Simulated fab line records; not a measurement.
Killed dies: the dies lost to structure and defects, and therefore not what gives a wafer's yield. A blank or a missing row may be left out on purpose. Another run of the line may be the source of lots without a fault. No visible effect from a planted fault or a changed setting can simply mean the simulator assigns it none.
Which tool was responsible?	flow nand_harc	36 wafers from 12 lots sampled at 5 of the route's 1159 steps

WHAT THE GAUGES READ, wafer by wafer
NHARC_END_SORT_01.
lot	measured	on	killed_at_array	killed_at_other	killed_at_periphery	killed_dies	killed_open	killed_short
L607	day 24 19:15	prober-02	51 35 41	1 1 4	5 2 9	57 38 54	6 1 7	6 1 3

EACH LOT AND THE TOOL THAT RAN IT (in order: tool; ch and the chambers of the sampled wafers; start)
lot	NHARC_P_BONDPAD_DESCUM_11	NHARC_A_CHANNEL_HOLE_D1_SOFTBAKE_05	NHARC_A_CHANNEL_HOLE_D1_ETCH_21	NHARC_A_CHANNEL_FILL_D1_ALD_14
L597	rie_diel-04 ch 1,2, day 6 09:44	litho_track-01 ch 0, day 8 08:00	har_etch-01 ch 0,1, day 8 10:42	ald_hk-03 ch 1,2,3, day 8 23:22
L598	rie_diel-04 ch 1,2,3, day 6 19:10	litho_track-06 ch 0, day 8 14:00	har_etch-01 ch 0,1, day 8 17:26	ald_hk-04 ch 0,2, day 9 07:15
L599	rie_diel-12 ch 0,1, day 6 19:26	litho_track-01 ch 0, day 8 14:00	har_etch-02 ch 0,1, day 8 16:46	ald_hk-04 ch 0,2,3, day 9 07:07
L602	rie_diel-07 ch 1,2,3, day 7 17:39	litho_track-01 ch 0, day 9 11:00	har_etch-02 ch 0,1, day 9 13:46	ald_hk-01 ch 0,1,2, day 10 02:38
L607	rie_diel-04 ch 0,3, day 9 00:22	litho_track-01 ch 0, day 10 22:00	har_etch-01 ch 0,1, day 11 00:20	ald_hk-01 ch 1,3, day 11 12:50
L610	rie_diel-04 ch 0,1,3, day 9 13:35	litho_track-06 ch 0, day 11 08:00	har_etch-01 ch 1, day 11 10:38	ald_hk-01 ch 0,2, day 11 23:09
L611	rie_diel-12 ch 0,2,3, day 10 04:16	litho_track-04 ch 0, day 11 23:00	har_etch-02 ch 0,1, day 12 01:47	ald_hk-03 ch 0,1,3, day 12 15:21
L613	rie_diel-04 ch 0,1,3, day 10 13:26	litho_track-06 ch 0, day 12 06:00	har_etch-02 ch 0, day 12 09:13	ald_hk-04 ch 0,3, day 12 23:34
L615	rie_diel-04 ch 0,1,2, day 11 13:03	litho_track-01 ch 0, day 13 07:00	har_etch-01 ch 0, day 13 09:22	ald_hk-04 ch 0,3, day 13 23:40
L618	rie_diel-04 ch 0,2,3, day 11 14:32	litho_track-04 ch 0, day 13 10:00	har_etch-01 ch 0,1, day 13 13:32	ald_hk-04 ch 0,1,3, day 14 02:06
L619	rie_diel-04 ch 2,3, day 11 20:25	litho_track-01 ch 0, day 13 17:00	har_etch-02 ch 0,1, day 13 19:31	ald_hk-04 ch 1,2,3, day 14 08:23
L620	rie_diel-04 ch 0,1, day 12 04:35	litho_track-06 ch 0, day 14 03:00	har_etch-02 ch 0,1, day 14 10:25	ald_hk-04 ch 1,2,3, day 15 00:58
- NHARC_P_BONDPAD_DESCUM_11: chemistry O2, time 3 s.
- NHARC_A_CHANNEL_HOLE_D1_SOFTBAKE_05: time 55 s.
- NHARC_A_CHANNEL_HOLE_D1_ETCH_21: etches the open film in C4F8/O2/Ar, time 514.3 s, target depth 1600 nm.
- NHARC_A_CHANNEL_FILL_D1_ALD_14: deposits SiO2, target thk 2.5 nm, pulse time 10 s, ald cycles 25.

WHAT THE TOOLS THEMSELVES READ (means of the sampled wafers that have a number; where no wafer has one, the mark that the record gives instead)
NHARC_P_BONDPAD_DESCUM_11.
lot	tool	drypump_motor_current_A (A)	mfc_ar_sccm (sccm)	oes_product_au (a.u.)	rf_vpp_V (V)	showerhead_plenum_p_Torr (Torr)	throttle_valve_pct (%)
L597	rie_diel-04	5.2	0.006	1.024	58.0	1.97	11.312
L598	rie_diel-04	5.6	0.016	1.007	57.7	1.95	11.320
L599	rie_diel-12	5.8	0.004	0.996	57.4	1.94	11.311
L602	rie_diel-07	5.4	0.013	0.999	57.7	1.99	11.309
L607	rie_diel-04	6.1	0.020	1.002	57.7	1.92	11.313
L610	rie_diel-04	5.6	0.016	1.011	57.5	1.89	11.319
L611	rie_diel-12	6.0	0.000	1.006	57.0	1.96	11.308
L613	rie_diel-04	5.6	0.016	1.012	57.4	1.89	11.316
L615	rie_diel-04	5.2	0.006	1.018	58.1	1.91	11.312
L618	rie_diel-04	5.7	0.010	1.006	57.6	1.93	11.314
L619	rie_diel-04	5.7	0.010	1.010	58.0	2.00	11.305
L620	rie_diel-04	5.2	0.006	1.016	57.7	1.85	11.307

NHARC_A_CHANNEL_HOLE_D1_SOFTBAKE_05.
lot	tool	chill_plate_temp_C (C)	heater_power_total_W (W)
L597	litho_track-01	22.98	188.47
L598	litho_track-06	22.91	188.40
L599	litho_track-01	22.98	188.47
L602	litho_track-01	22.90	159.47
L607	litho_track-01	23.00	159.54
L610	litho_track-06	23.06	188.56
L611	litho_track-04	22.92	188.34
L613	litho_track-06	22.96	188.37
L615	litho_track-01	22.97	188.36
L618	litho_track-04	22.98	188.47
L619	litho_track-01	23.13	188.42
L620	litho_track-06	22.99	188.58

NHARC_A_CHANNEL_HOLE_D1_ETCH_21.
lot	tool	drypump_motor_current_A (A)	mfc_ar_sccm (sccm)	showerhead_plenum_p_Torr (Torr)	throttle_valve_pct (%)
L597	har_etch-01	5.5	375.1	3.80	32.156
L598	har_etch-01	5.5	373.9	3.80	32.160
L599	har_etch-02	6.3	375.1	3.76	32.157
L602	har_etch-02	6.0	375.2	3.64	32.155
L607	har_etch-01	5.5	375.0	3.78	32.146
L610	har_etch-01	5.6	374.2	3.81	32.144
L611	har_etch-02	6.0	375.3	3.62	32.155
L613	har_etch-02	5.7	376.9	3.50	32.153
L615	har_etch-01	5.5	376.1	3.75	32.161
L618	har_etch-01	5.5	374.4	3.77	32.155
L619	har_etch-02	6.4	374.8	3.73	32.144
L620	har_etch-02	6.3	375.2	3.72	32.152

NHARC_A_CHANNEL_FILL_D1_ALD_14.
lot	tool	heater_power_outer_w (W)	heater_power_w (W)	precursor_pulse_height_rel
L597	ald_hk-03	253	444	1.015
L598	ald_hk-04	261	446	0.987
L599	ald_hk-04	273	480	0.998
L602	ald_hk-01	266	454	1.003
L607	ald_hk-01	270	506	0.998
L610	ald_hk-01	272	478	0.986
L611	ald_hk-03	276	491	0.986
L613	ald_hk-04	230	431	1.018
L615	ald_hk-04	234	426	0.993
L618	ald_hk-04	247	460	0.991
L619	ald_hk-04	292	512	0.999
L620	ald_hk-04	288	512	1.000

THE ANSWER, worked out from the rows above alone
Rule: what is usual is taken from the lots themselves. The widest of any qualifying gaps counts: lots, ordered by their means at a reading, are off when they make up no more than a third of the lots, leave a main group of 4 or more, and stand apart from it by 3 or more times the standard deviation of that group's means. If all means in a main group match to the digits the tables above print for the reading, that group is not used. A lot without any number at a reading at which 4 lots or more have one is off too. Where the step has rows for the other lots, those lots are counted as sound. Order of review: gauges by route order, followed by the tools' own readings, for which a lot's mean as printed above is used. At the first step where some lot is off, the reading lying furthest off is the one used; lots without a number count as furthest.
Off: L602, L607 (NHARC_A_CHANNEL_HOLE_D1_SOFTBAKE_05, heater_power_total_W). The main group: mean 188.44 W, standard deviation 0.077.
A tool fits if, at that step or a process step before it, it ran every lot that is off, and no sound lot after the first of them. Not one of the candidates tried fits.

WHAT THE SIMULATOR HAD INSERTED
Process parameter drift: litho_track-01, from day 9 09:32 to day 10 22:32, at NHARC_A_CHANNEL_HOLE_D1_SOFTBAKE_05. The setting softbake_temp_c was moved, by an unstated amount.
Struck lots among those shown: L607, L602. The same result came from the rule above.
